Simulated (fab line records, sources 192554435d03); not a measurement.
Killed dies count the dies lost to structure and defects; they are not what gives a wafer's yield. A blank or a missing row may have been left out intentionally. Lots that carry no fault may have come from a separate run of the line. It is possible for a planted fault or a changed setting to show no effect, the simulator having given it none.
fab line records | flow n5-finfet
record: lots: 7 wafers: 21 last-day: 15
route steps=1938 shown BEOL_M9@1462 BEOL_M10@1470
lots untouched by any fault: they come from a run of this same line in which no faults occurred
start-h: hours from the record's opening day to when the first of the lot's shown wafers began | wait-h: time in hours since the lot's previous step | " identical to the entry in the row above | L1.1+2: a row that stands for several wafers | - no value, or no start was given | * or withheld: withheld | < > ~ a bound
route shown NAME@n: a module of which the file shows steps, and the number in the route of the first | usual: the fault-free wafers' mean and standard deviation | same: alike in all rows | chamber/n: place in a boat | sites: each site's reading | _std_site: standard deviation across them | _edge_site: outer sites' mean less inner sites' | radius-mm: how far each site lies from the wafer's centre | mask NAME#n: copy n | behind: tool/chamber where the wafer was last shaped | hold: why the lot went on hold/how many hours it stayed there/how the hold came to an end | device: which transistor (n, p or np) failed to switch | end of line: tests run on the same wafers once the route is complete | for a step that has no rows: nothing shown but its recipe | killed: at the first sort, the dies lost to defects and structure; wafer yield is something else | map: a wafer's dies, marking killed ones x, the rest . and places with no die _
set.NAME: the run value of the setting; set.NAME@STEP: its run value at that earlier step | model.NAME: the simulator's own value behind a step, which no gauge read
lots seen at some steps along the route; tables by step, rows by wafer
services: the hour from which a tool's chamber was out of use, counted from the record's first day as start-h (under 0 if before that day), plus the number of hours and why
== steps ==
step: N5_BEOL_M9_ECD_50
recipe: material: Cu target-thk-a: 3180
step: N5_BEOL_M9_ANNEAL_51
recipe: temp-c: 225 time-s: 90 ambient: N2
step: N5_BEOL_M9_CMP_52
recipe: stop-on: SiCOH_lowk t-overpolish-s: 7 down-force-psi: 1 platen-rpm: 50 clearing-platen-down-force-psi: 1.5 clearing-platen-rpm: 50 post-cmp-clean: cu-alkaline target-thk-nm: 140 clearing-platen-pad-velocity-m-s: 0.99484 pad-velocity-m-s: 0.99484
step: N5_BEOL_M9_THK_MEAS_53
recipe: thk-meas-gauge: xrf reads: Cu_of_BEOL_M9_ECD_50
usual: M9_THK: 139.9/2.7
columns lot.wafer tool chamber start-h wait-h M9_THK[nm]
L897.1 film-metro-01 - 246.03 - 142.3
L897.2 " - " " 146.1
L897.6 " - " " 141.3
L898.1 film-metro-02 - 254.09 - 139.3
L898.2 " - " " 141.5
L898.6 " - " " 141.0
L901.1 film-metro-01 - 278.44 - 138.9
L901.3 " - " " 141.7
L901.5 " - " " 138.1
L904.1 film-metro-02 - 285.33 - 138.8
L904.3 " - " " 137.9
L904.6 " - " " 138.3
L902.2 film-metro-01 - 292.95 - 139.6
L902.3 " - " " 140.5
L902.5 " - " " 141.0
L905.1 film-metro-02 - 293.48 - 142.3
L905.3 " - " " 142.6
L905.5 " - " " 137.5
L906.1 film-metro-02 - 309.80 - 137.9
L906.2 " - " " 136.2
L906.3 " - " " 138.8
step: N5_BEOL_M9_PRE_CLEAN_55
recipe: gas: NH3 time-s: 15 temp-c: withheld rf-power-w: 300
step: N5_BEOL_M9_DEP_56
recipe: material: SiCN target-thk-a: 150 temp-c: withheld precursor: 3MS/NH3 pressure-torr: 3 rf-w: 202 time-s: 26.5
step: N5_BEOL_M9_RS_MEAS_57
recipe: thk-meas-gauge: four-point-probe reads: Cu_of_BEOL_M9_ECD_50+Co_of_BEOL_M9_CVD_78+TaN_of_BEOL_M9_ALD_74
usual: M9_RS: 0.1509/0.0029
columns lot.wafer tool chamber start-h wait-h M9_RS[ohm/sq]
L897.1 film-metro-02 - 246.17 0.1 0.1476
L897.2 " - " " 0.1436
L897.6 " - " " 0.1487
L898.1 film-metro-01 - 254.22 0.1 0.1515
L898.2 " - " " 0.1487
L898.6 " - " " 0.1486
L901.1 film-metro-01 - 278.61 0.1 0.1511
L901.3 " - " " 0.1483
L901.5 " - " " 0.1526
L904.1 film-metro-01 - 285.46 0.1 0.1522
L904.3 " - " " 0.1521
L904.6 " - " " 0.1519
L902.2 film-metro-02 - 293.08 0.1 0.1536
L902.3 " - " " 0.1524
L902.5 " - " " 0.1519
L905.1 film-metro-02 - 293.75 0.1 0.1480
L905.3 " - " " 0.1476
L905.5 " - " " 0.1537
L906.1 film-metro-01 - 309.93 0.1 0.1523
L906.2 " - " " 0.1542
L906.3 " - " " 0.1511
step: N5_BEOL_M9_INSPECT_58
recipe: inspect-instrument: darkfield mode: post-dep
usual: raw-defect-count: 68/20
columns lot.wafer tool chamber start-h wait-h raw-defect-count
L897.1 defect-inspect-01 - 246.19 0.0 83
L897.2 " - " " 86
L897.6 " - " " 68
L898.1 defect-inspect-02 - 254.25 0.0 63
L898.2 " - " " 76
L898.6 " - " " 61
L901.1 defect-inspect-01 - 278.64 0.0 103
L901.3 " - " " 58
L901.5 " - " " 110
L904.1 defect-inspect-01 - 285.49 0.0 59
L904.3 " - " " 70
L904.6 " - " " 59
L902.2 defect-inspect-02 - 293.11 0.0 62
L902.3 " - " " 40
L902.5 " - " " 57
L905.1 defect-inspect-01 - 293.78 0.0 103
L905.3 " - " " 72
L905.5 " - " " 77
L906.1 defect-inspect-01 - 309.96 0.0 79
L906.2 " - " " 35
L906.3 " - " " 44
step: N5_BEOL_M10_ILD_DEP_00
recipe: material: SiCOH_lowk target-thk-a: 3085.1 temp-c: 300 precursor: DEMS/porogen pressure-torr: 5 rf-w: 500 time-s: 58
usual: chamber-pressure-Torr: 5.000/0.011 heater-power-outer-w: 143/30 heater-power-w: 305/36 showerhead-plenum-p-Torr: 5.741/0.018 throttle-valve-pct: 13.7/0.62
columns lot.wafer tool chamber start-h wait-h chamber-pressure-Torr heater-power-outer-w heater-power-w showerhead-plenum-p-Torr throttle-valve-pct
L897.1 pecvd-04 1 246.23 0.0 5.000 102 260 5.743 13.9
L897.2 " 2 " " 4.979 166 333 5.749 13.7
L897.6 " 0 " " 4.997 124 272 5.733 13.3
L898.1 pecvd-03 1 254.28 0.0 4.999 129 287 5.730 13.8
L898.2 " 2 " " 5.011 127 270 5.731 13.4
L898.6 " 2 " " 5.007 132 267 5.732 13.2
L901.1 pecvd-03 2 278.68 0.0 4.999 124 261 5.728 13.4
L901.3 " 1 " " 4.985 168 342 5.729 14.0
L901.5 " 0 " " 5.003 157 350 5.756 13.5
L904.1 pecvd-04 2 285.52 0.0 5.010 157 311 5.741 13.4
L904.3 " 1 " " 5.001 129 307 5.723 13.6
L904.6 " 1 " " 4.991 137 311 5.748 13.8
L902.2 pecvd-03 2 293.15 0.0 4.997 139 289 5.732 13.3
L902.3 " 0 " " 4.995 108 272 5.751 13.5
L902.5 " 2 " " 4.993 91 219 5.733 13.4
L905.1 pecvd-03 2 293.81 0.0 4.980 128 281 5.731 13.2
L905.3 " 0 " " 5.007 112 286 5.765 13.7
L905.5 " 2 " " 4.996 136 274 5.723 13.6
L906.1 pecvd-03 2 310.00 0.0 4.983 139 279 5.733 13.1
L906.2 " 0 " " 5.002 147 342 5.767 13.8
L906.3 " 1 " " 4.992 143 300 5.722 13.8
step: N5_BEOL_M10_CURE_71
recipe: temp-c: 385 time-s: 240 ambient: He/Ar material: SiCOH_lowk
step: N5_BEOL_M10_THK_MEAS_01
recipe: reads: SiCOH_lowk_of_BEOL_M10_ILD_DEP_00
usual: M10_ILD_THK: 269/3.4
columns lot.wafer tool chamber start-h wait-h M10_ILD_THK[nm]
L897.1 film-metro-02 - 246.82 0.4 267
L897.2 " - " " 270
L897.6 " - " " 266
L898.1 film-metro-01 - 254.87 0.4 269
L898.2 " - " " 269
L898.6 " - " " 272
L901.1 film-metro-02 - 279.27 0.4 268
L901.3 " - " " 271
L901.5 " - " " 272
L904.1 film-metro-02 - 286.46 0.4 272
L904.3 " - " " 270
L904.6 " - " " 273
L902.2 film-metro-01 - 293.74 0.4 265
L902.3 " - " " 266
L902.5 " - " " 269
L905.1 film-metro-02 - 294.41 0.4 267
L905.3 " - " " 264
L905.5 " - " " 268
L906.1 film-metro-01 - 310.59 0.4 266
L906.2 " - " " 263
L906.3 " - " " 271
step: N5_BEOL_M10_PECVD_70
recipe: material: SiO2 target-thk-a: 200 temp-c: 400 precursor: TEOS/O2 pressure-torr: 5.5 rf-w: 450 teos-flow-sccm: 53.8 gas: O2 flow-sccm: 3000 time-s: 22.7
usual: chamber-pressure-Torr: 5.501/0.011 heater-power-w: 708/83 showerhead-plenum-p-Torr: 8.79/0.074 throttle-valve-pct: 21.8/1.3
columns lot.wafer tool chamber start-h wait-h chamber-pressure-Torr heater-power-w showerhead-plenum-p-Torr throttle-valve-pct
L897.1 pecvd-02 1 246.86 0.0 5.501 795 8.63 24.2
L897.2 " 2 " " 5.494 778 8.81 20.0
L897.6 " 1 " " 5.515 812 8.63 24.5
L898.1 pecvd-02 2 254.91 0.0 5.489 729 8.84 19.7
L898.2 " 1 " " 5.517 786 8.64 24.2
L898.6 " 0 " " 5.492 681 8.89 21.9
L901.1 pecvd-02 1 279.30 0.0 5.499 805 8.63 24.2
L901.3 " 2 " " 5.506 730 8.80 19.7
L901.5 " 1 " " 5.506 789 8.65 24.0
L904.1 pecvd-04 1 286.50 0.0 5.491 697 8.75 22.1
L904.3 " 2 " " 5.498 768 8.86 22.0
L904.6 " 1 " " 5.489 697 8.74 22.3
L902.2 pecvd-02 2 293.77 0.0 5.498 764 8.80 19.8
L902.3 " 0 " " 5.492 794 8.88 22.0
L902.5 " 1 " " 5.498 840 8.64 24.2
L905.1 pecvd-04 1 294.44 0.0 5.507 621 8.76 22.2
L905.3 " 2 " " 5.518 683 8.86 21.9
L905.5 " 2 " " 5.484 684 8.85 22.2
L906.1 pecvd-04 1 310.62 0.0 5.498 678 8.77 22.1
L906.2 " 2 " " 5.473 727 8.86 22.0
L906.3 " 0 " " 5.506 620 8.81 20.3
step: N5_BEOL_M10_HM_DEP_02
recipe: material: TiN target-thk-a: 200 temp-c: 25 chamber-pressure-pa: 0.49996
usual: chamber-pressure-pa: 0.4999/0.0011 substrate-temp-c: 25.01/0.096 throttle-valve-pct: 29.6/1
columns lot.wafer tool chamber start-h wait-h chamber-pressure-pa substrate-temp-c throttle-valve-pct
L897.1 pvd-sputter-03 - 247.35 0.5 0.4990 25.08 29.2
L897.2 " - " " 0.4984 25.01 29.7
L897.6 " - " " 0.4993 24.85 29.3
L898.1 pvd-sputter-01 - 256.32 1.4 0.5002 25.00 30.0
L898.2 " - " " 0.5005 25.02 30.7
L898.6 " - " " 0.5011 25.03 30.9
L901.1 pvd-sputter-01 - 282.42 3.1 - - -
L901.3 " - " " - - -
L901.5 " - " " - - -
L904.1 pvd-sputter-02 - 287.36 0.8 - - -
L904.3 " - " " - - -
L904.6 " - " " - - -
L902.2 pvd-sputter-01 - 297.06 3.3 - - -
L902.3 " - " " - - -
L902.5 " - " " - - -
L905.1 pvd-sputter-01 - 297.16 2.7 0.5005 25.02 28.1
L905.3 " - " " 0.5001 25.11 29.9
L905.5 " - " " 0.5001 24.87 29.7
L906.1 pvd-sputter-01 - 311.18 0.5 0.5007 25.12 30.9
L906.2 " - " " 0.5004 25.05 28.1
L906.3 " - " " 0.4996 25.03 29.8
step: N5_BEOL_M10_COAT_59
recipe: resist: SOC temp-c: 250 time-s: 60 spin-rpm: 1500 resist-thk-nm: 100
step: N5_BEOL_M10_COAT_60
recipe: resist: SiARC temp-c: 220 time-s: 60 spin-rpm: 1500 resist-thk-nm: 30
step: N5_BEOL_M10_COAT_05
recipe: resist: CAR-ArF spin-rpm: 1500 resist-thk-nm: 90
step: N5_BEOL_M10_EBR_07
recipe: solvent: PGMEA ebr-width-mm: 1.5
step: N5_BEOL_M10_SOFTBAKE_06
recipe: temp-c: 110 time-s: 60 resist: CAR-ArF
step: N5_BEOL_M10_EXPOSE_08
recipe: mask-id: M10 na: 1.35 source-shape: dipole sigma-inner: 0.411 sigma-outer: 0.611 polarization: te dose-mj: 53.75
step: N5_BEOL_M10_PEB_09
recipe: peb-temp-c: withheld peb-time-s: 60 resist: CAR-ArF
step: N5_BEOL_M10_DEVELOP_10
recipe: develop-time-s: 30 developer: TMAH resist: CAR-ArF rinse-liquid: diw dry: air-spin dev-temp-c: 23
step: N5_BEOL_M10_CD_MEAS_11
recipe: target-cd-nm: 64.1 landing-energy-ev: 500 detector: se-inlens polarity: opening
usual: cd-nm: 63.9/0.61
columns lot.wafer tool chamber start-h wait-h cd-nm
L897.1 cd-sem-03 0 247.85 - 63.4
L897.2 " 0 " " 63.7
L897.6 " 0 " " 63.6
L898.1 cd-sem-02 0 256.81 - 64.5
L898.2 " 0 " " 64.0
L898.6 " 0 " " 64.2
L901.1 cd-sem-03 0 282.91 - 63.3
L901.3 " 0 " " 63.8
L901.5 " 0 " " 63.5
L904.1 cd-sem-02 0 287.85 - 64.0
L904.3 " 0 " " 64.4
L904.6 " 0 " " 64.1
L902.2 cd-sem-03 0 297.44 - 63.6
L902.3 " 0 " " 63.4
L902.5 " 0 " " 64.6
L905.1 cd-sem-02 0 297.68 - 63.1
L905.3 " 0 " " 64.1
L905.5 " 0 " " 63.8
L906.1 cd-sem-02 0 311.57 - 62.9
L906.2 " 0 " " 63.7
L906.3 " 0 " " 63.2
step: N5_BEOL_M10_OVL_MEAS_12
recipe: points-per-wafer: 44
usual: M10_OVL: -0.3/0.85
same: points-per-wafer: 44
columns lot.wafer tool chamber start-h wait-h M10_OVL[nm]
L897.1 overlay-02 0 247.88 0.0 0.2
L897.2 " 0 " " -0.1
L897.6 " 0 " " 0.4
L898.1 overlay-02 0 256.84 0.0 -0.6
L898.2 " 0 " " -1.1
L898.6 " 0 " " -0.5
L901.1 overlay-02 0 282.94 0.0 0.8
L901.3 " 0 " " 0.2
L901.5 " 0 " " -1.1
L904.1 overlay-02 0 287.88 0.0 -1.4
L904.3 " 0 " " 0.6
L904.6 " 0 " " -1.0
L902.2 overlay-01 0 297.47 0.0 -1.7
L902.3 " 0 " " -0.8
L902.5 " 0 " " -0.2
L905.1 overlay-01 0 297.71 0.0 1.1
L905.3 " 0 " " 1.9
L905.5 " 0 " " 0.2
L906.1 overlay-02 0 311.60 0.0 0.0
L906.2 " 0 " " -2.1
L906.3 " 0 " " 0.0
step: N5_BEOL_M10_INSPECT_13
recipe: mode: adi inspect-instrument: brightfield
usual: raw-defect-count: 404/82
columns lot.wafer tool chamber start-h wait-h raw-defect-count
L897.1 defect-inspect-02 - 247.90 0.0 409
L897.2 " - " " 458
L897.6 " - " " 378
L898.1 defect-inspect-02 - 256.87 0.0 505
L898.2 " - " " 521
L898.6 " - " " 459
L901.1 defect-inspect-02 - 282.97 0.0 343
L901.3 " - " " 216
L901.5 " - " " 315
L904.1 defect-inspect-02 - 287.91 0.0 187
L904.3 " - " " 202
L904.6 " - " " 204
L902.2 defect-inspect-02 - 297.50 0.0 203
L902.3 " - " " 160
L902.5 " - " " 220
L905.1 defect-inspect-01 - 297.73 0.0 697
L905.3 " - " " 501
L905.5 " - " " 696
L906.1 defect-inspect-01 - 311.62 0.0 354
L906.2 " - " " 379
L906.3 " - " " 374
step: N5_BEOL_M10_DESCUM_16
recipe: chemistry: O2 time-s: 7.9 source-power-w: 50 bias-power-w: 20 pressure-mtorr: 20 rf-frequency-hz: 2.712e+07 temp-c: 40 resist: CAR-ArF o2-flow-sccm: 225
step: N5_BEOL_M10_ETCH_61
recipe: chemistry: CF4 target: SiARC target-depth-a: 390 mask-material: CAR-ArF time-s: 65 ion-energy-ev: 80 pressure-mtorr: 40 source-w: 545 bias-w: 36 Ar_flow_sccm: 100 cf4-flow-sccm: 100 ends: cleared
usual: drypump-motor-current-A: 5.5/0.33 etch-rf-on-time-s: 64.0/1.6 oes-product-au: 0.68/0.087 rf-vpp-V: 184.4/1.1 showerhead-plenum-p-Torr: 2.17/0.053 throttle-valve-pct: 15.63/0.23
columns lot.wafer tool chamber start-h wait-h drypump-motor-current-A etch-rf-on-time-s oes-product-au rf-hours-counter-h rf-vpp-V showerhead-plenum-p-Torr throttle-valve-pct
L897.1 rie-diel-06 3 247.97 0.0 5.6 61.6 0.78 45 183.7 2.09 15.59
L897.2 " 2 " " 4.9 65.2 0.61 195 182.4 2.21 15.46
L897.6 " 3 " " 5.7 61.5 0.77 - 183.7 2.09 15.60
L898.1 rie-diel-02 1 256.94 0.0 5.7 66.2 0.58 227 184.3 2.21 15.88
L898.2 " 2 " " 5.4 63.6 0.59 247 183.7 2.20 15.87
L898.6 " 1 " " 5.7 66.4 0.58 - 184.8 2.21 15.89
L901.1 rie-diel-02 1 283.04 0.0 5.6 67.0 0.57 238 185.0 2.20 15.91
L901.3 " 0 " " 5.2 64.9 0.73 69 186.5 2.26 15.65
L901.5 " 2 " " 5.4 62.1 0.88 - 184.7 2.20 15.38
L904.1 rie-diel-06 0 287.98 0.0 5.2 64.4 0.63 170 185.9 2.22 15.91
L904.3 " 2 " " 5.0 65.5 0.60 210 184.5 2.21 15.49
L904.6 " 1 " " 5.6 64.3 0.59 - 183.9 2.20 15.64
L902.2 rie-diel-06 3 297.57 0.0 5.6 61.3 0.75 63 183.8 2.09 15.62
L902.3 " 0 " " 5.2 63.4 0.64 174 185.9 2.22 15.90
L902.5 " 3 " " 5.6 61.6 0.75 - 182.6 2.09 15.65
L905.1 rie-diel-01 2 298.10 0.0 4.8 64.4 0.60 238 183.1 2.12 15.80
L905.3 " 0 " " 5.6 63.5 0.81 17 184.2 2.20 15.11
L905.5 " 2 " " 4.8 64.2 0.59 - 183.9 2.12 15.79
L906.1 rie-diel-06 3 311.86 0.0 5.7 61.4 0.75 67 181.8 2.09 15.65
L906.2 " 0 " " 5.1 63.5 0.63 178 186.6 2.22 15.91
L906.3 " 2 " " 4.9 65.1 0.60 216 184.2 2.21 15.50
step: N5_BEOL_M10_ETCH_62
recipe: chemistry: N2/H2 target: SOC target-depth-a: 1100 overetch-a: 220 mask-material: SiARC temp-c: 40 time-s: 165 ion-energy-ev: 200 pressure-mtorr: 30 source-w: 840 bias-w: 150 n2-flow-sccm: 200 h2-flow-sccm: 200
usual: drypump-motor-current-A: 5.5/0.34 oes-product-au: 0.67/0.08 rf-vpp-V: 524.9/1.9 showerhead-plenum-p-Torr: 2.58/0.067 throttle-valve-pct: 17.84/0.26
columns lot.wafer tool chamber start-h wait-h drypump-motor-current-A oes-product-au rf-hours-counter-h rf-vpp-V showerhead-plenum-p-Torr throttle-valve-pct
L897.1 rie-diel-06 3 248.02 0.0 5.7 0.75 45 521.4 2.47 17.82
L897.2 " 2 " " 5.0 0.61 195 526.7 2.62 17.70
L897.6 " 3 " " 5.7 0.74 - 521.0 2.47 17.83
L898.1 rie-diel-02 1 256.99 0.0 5.6 0.59 227 526.5 2.63 18.22
L898.2 " 2 " " 5.4 0.58 247 527.2 2.60 17.91
L898.6 " 1 " " 5.6 0.59 - 527.9 2.63 18.22
L901.1 rie-diel-02 1 283.09 0.0 5.7 0.59 238 527.5 2.62 18.24
L901.3 " 0 " " 5.2 0.73 69 529.1 2.69 17.91
L901.5 " 2 " " 5.4 0.85 - 525.4 2.60 17.50
L904.1 rie-diel-06 0 288.03 0.0 5.2 0.62 170 526.5 2.64 18.24
L904.3 " 2 " " 5.0 0.59 210 526.0 2.61 17.70
L904.6 " 1 " " 5.6 0.58 - 526.0 2.59 17.62
L902.2 rie-diel-06 3 297.62 0.0 5.6 0.73 63 521.5 2.46 17.87
L902.3 " 0 " " 5.2 0.62 174 526.5 2.64 18.24
L902.5 " 3 " " 5.6 0.73 - 521.7 2.46 17.86
L905.1 rie-diel-01 2 298.15 0.0 4.8 0.60 238 523.5 2.51 17.97
L905.3 " 0 " " 5.6 0.79 17 525.1 2.60 17.36
L905.5 " 2 " " 4.8 0.59 - 523.9 2.51 17.95
L906.1 rie-diel-06 3 311.91 0.0 5.6 0.72 67 523.3 2.46 17.87
L906.2 " 0 " " 5.2 0.62 178 526.3 2.64 18.24
L906.3 " 2 " " 4.9 0.59 216 525.7 2.61 17.72
step: N5_BEOL_M10_STRIP_68
recipe: chemistry: N2/H2 temp-c: 40 n2-flow-sccm: 200 h2-flow-sccm: 200 rf-frequency-hz: 6e+07
step: N5_BEOL_M10_STRIP_67
recipe: chemistry: CF4 resist: SiARC power-w: 300 bias-power-w: 75 pressure-mtorr: 50 cf4-flow-sccm: 150 rf-frequency-hz: 6e+07
usual: drypump-motor-current-A: 5.5/0.34 oes-product-au: 0.79/0.094 rf-vpp-V: 271.6/1.1 showerhead-plenum-p-Torr: 1.82/0.046 throttle-valve-pct: 13.61/0.25
columns lot.wafer tool chamber start-h wait-h drypump-motor-current-A oes-product-au rf-hours-counter-h rf-vpp-V showerhead-plenum-p-Torr throttle-valve-pct
L897.1 rie-diel-06 3 248.17 0.0 5.6 0.88 45 272.0 1.75 13.51
L897.2 " 2 " " 5.0 0.71 195 272.4 1.84 13.42
L897.6 " 3 " " 5.6 0.88 - 271.4 1.75 13.54
L898.1 rie-diel-02 1 257.13 0.0 5.7 0.70 227 271.2 1.86 13.90
L898.2 " 2 " " 5.4 0.68 247 273.0 1.85 13.87
L898.6 " 1 " " 5.7 0.69 - 270.4 1.86 13.92
L901.1 rie-diel-02 1 283.23 0.0 5.7 0.69 238 269.9 1.85 13.92
L901.3 " 0 " " 5.2 0.85 69 270.6 1.90 13.64
L901.5 " 2 " " 5.4 1.00 - 271.4 1.85 13.32
L904.1 rie-diel-06 0 288.17 0.0 5.2 0.74 170 273.9 1.86 13.86
L904.3 " 2 " " 5.0 0.70 210 272.3 1.83 13.45
L904.6 " 1 " " 5.6 0.69 - 270.7 1.85 13.67
L902.2 rie-diel-06 3 297.76 0.0 5.6 0.85 63 269.1 1.75 13.58
L902.3 " 0 " " 5.2 0.73 174 272.0 1.86 13.86
L902.5 " 3 " " 5.6 0.85 - 271.0 1.75 13.58
L905.1 rie-diel-01 2 298.30 0.0 4.8 0.70 238 270.1 1.77 13.76
L905.3 " 0 " " 5.6 0.93 17 271.5 1.83 13.04
L905.5 " 2 " " 4.8 0.70 - 273.3 1.77 13.76
L906.1 rie-diel-06 3 312.05 0.0 5.7 0.85 67 269.6 1.74 13.59
L906.2 " 0 " " 5.2 0.73 178 272.4 1.86 13.88
L906.3 " 2 " " 4.9 0.69 216 271.6 1.83 13.49
step: N5_BEOL_M10_HM_OPEN_17
recipe: chemistry: Cl2/BCl3 target-depth-a: 200 overetch-a: 60 target: TiN mask-material: SOC ion-energy-ev: 150 pressure-mtorr: 10 icp-w: 1000 bias-w: 126 Cl2_flow_sccm: 53.25 bcl3-flow-sccm: 21.75 Ar_flow_sccm: 25
usual: drypump-motor-current-A: 6.0/0.42 oes-product-au: 0.65/0.11 throttle-valve-pct: 22.2/0.31
columns lot.wafer tool chamber start-h wait-h drypump-motor-current-A oes-product-au rf-hours-counter-h throttle-valve-pct model.etch.depth-nm
L897.1 rie-metal-03 1 248.22 0.0 5.6 0.62 62 22.5 20.22
L897.2 " 0 " " 6.6 0.54 111 22.1 20.54
L897.6 " 1 " " 5.5 0.63 - 22.5 20.48
L898.1 rie-metal-02 1 257.17 0.0 6.1 0.51 124 22.2 20.26
L898.2 " 0 " " 5.5 0.58 93 22.4 20.32
L898.6 " 0 " " 5.5 0.58 - 22.4 20.34
L901.1 rie-metal-02 1 283.27 0.0 6.1 0.22 126 22.9 0
L901.3 " 1 " " 6.1 0.22 - 22.9 0
L901.5 " 0 " " 5.5 0.25 - 23.1 0
L904.1 rie-metal-03 0 288.21 0.0 6.6 0.24 115 22.7 0
L904.3 " 1 " " 5.6 0.27 - 23.2 0
L904.6 " 0 " " 6.6 0.24 - 22.8 0
L902.2 rie-metal-03 1 297.83 0.1 5.6 0.27 - 23.2 0
L902.3 " 1 " " 5.6 0.27 - 23.2 0
L902.5 " 1 " " 5.6 0.27 - 23.2 0
L905.1 rie-metal-01 0 298.34 0.0 5.9 0.64 49 21.9 19.48
L905.3 " 0 " " 6.0 0.65 - 21.9 19.88
L905.5 " 0 " " 6.0 0.64 - 21.9 19.87
L906.1 rie-metal-03 1 312.10 0.0 5.6 0.62 70 22.5 20.26
L906.2 " 0 " " 6.6 0.86 0 21.8 19.87
L906.3 " 1 " " 5.6 0.61 - 22.5 20.15
step: N5_BEOL_M10_STRIP_19
recipe: chemistry: O2 power-w: 400 temp-c: 40 pressure-mtorr: 30 rf-frequency-hz: 6e+07 bias-power-w: 0 overash-fraction: 0.2 o2-flow-sccm: 225
step: N5_BEOL_M10_CD_MEAS_18
recipe: pitch-nm: 140 target-cd-nm: 70
usual: cd-nm: 69.7/0.68
columns lot.wafer tool chamber start-h wait-h cd-nm
L897.1 cd-sem-01 - 248.41 0.0 69.3
L897.2 " - " " 69.7
L897.6 " - " " 69.9
L898.1 cd-sem-01 - 257.36 0.0 70.7
L898.2 " - " " 70.0
L898.6 " - " " 69.9
L901.1 cd-sem-02 - 283.55 0.0 -
L901.3 " - " " -
L901.5 " - " " -
L904.1 cd-sem-03 - 288.39 0.0 -
L904.3 " - " " -
L904.6 " - " " -
L902.2 cd-sem-03 - 298.11 0.1 -
L902.3 " - " " -
L902.5 " - " " -
L905.1 cd-sem-03 - 298.61 0.0 68.1
L905.3 " - " " 70.0
L905.5 " - " " 69.8
L906.1 cd-sem-01 - 312.28 0.0 68.8
L906.2 " - " " 69.2
L906.3 " - " " 69.7
step: N5_BEOL_M10_COAT_63
recipe: resist: SOC temp-c: 250 time-s: 60 spin-rpm: 1500 resist-thk-nm: 100
== services ==
columns tool chamber start-h hours kind
pecvd-04 2 225.36 2.1 scheduled-down
rie-diel-01 0 226.58 - clean
rie-diel-06 1 236.41 28.9 repair
pecvd-04 0 238.16 8.0 repair
rie-metal-03 - 238.17 1.4 pm
rie-diel-01 - 239.89 2.8 pm
pecvd-04 0 255.57 - clean
pecvd-04 0 255.57 29.5 scheduled-down
pecvd-04 0 255.57 29.5 vent-cycle
rie-metal-02 - 263.24 2.8 pm
pecvd-03 2 264.37 6.0 repair
rie-diel-02 2 264.71 - clean
rie-diel-02 2 264.71 - consumable-replace:focus-ring
rie-diel-02 2 264.71 13.3 scheduled-down
rie-diel-02 2 264.71 13.3 vent-cycle
rie-metal-01 1 275.41 2.2 repair
rie-diel-06 - 275.56 1.1 repair
rie-metal-02 1 284.84 10.5 repair
rie-metal-03 0 288.47 - clean
rie-metal-03 0 288.47 21.2 scheduled-down
rie-metal-03 0 288.47 21.2 vent-cycle
rie-diel-06 2 292.86 4.8 repair
pvd-sputter-01 - 302.73 1.0 repair
rie-metal-01 - 309.72 14.6 pm
== key ==
first-sign: step: N5_BEOL_M10_HM_DEP_02 reading: tool-record direction: missing
effect: step: N5_BEOL_M10_HM_OPEN_17 reading: oes-product-au direction: down sigmas: 3.6 usual: 0.65 struck: 0.25
effect: step: N5_BEOL_M10_CD_MEAS_18 reading: cd-nm direction: missing
model-effect: step: N5_BEOL_M10_HM_OPEN_17 value: etch.depth-nm without: 20.01 struck: 0
met-at N5_BEOL_M10_HM_DEP_02
struck-wafers L901.1,L901.3,L901.5,L902.2,L902.3,L902.5,L904.1,L904.3,L904.6
later-rows-left-out L901.1,L901.3,L901.5,L902.2,L902.3,L902.5,L904.1,L904.3,L904.6
sort-left-out L901.1,L901.3,L901.5,L902.2,L902.3,L902.5,L904.1,L904.3,L904.6
onset-between 256.32 282.42
fault: kind: skipped-step-whole tool: pvd-sputter-01,pvd-sputter-02 chamber: - onset-h: 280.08 steps: N5_BEOL_M10_HM_DEP_02 scope: struck-lots-only
sort-left-out: the simulated sort isn't trusted on such a fault, so these wafers' sort isn't shown, and their yield isn't known
later-rows-left-out: the simulator's readings of these wafers behind a module that went badly wrong aren't trusted and aren't shown, but for the sort
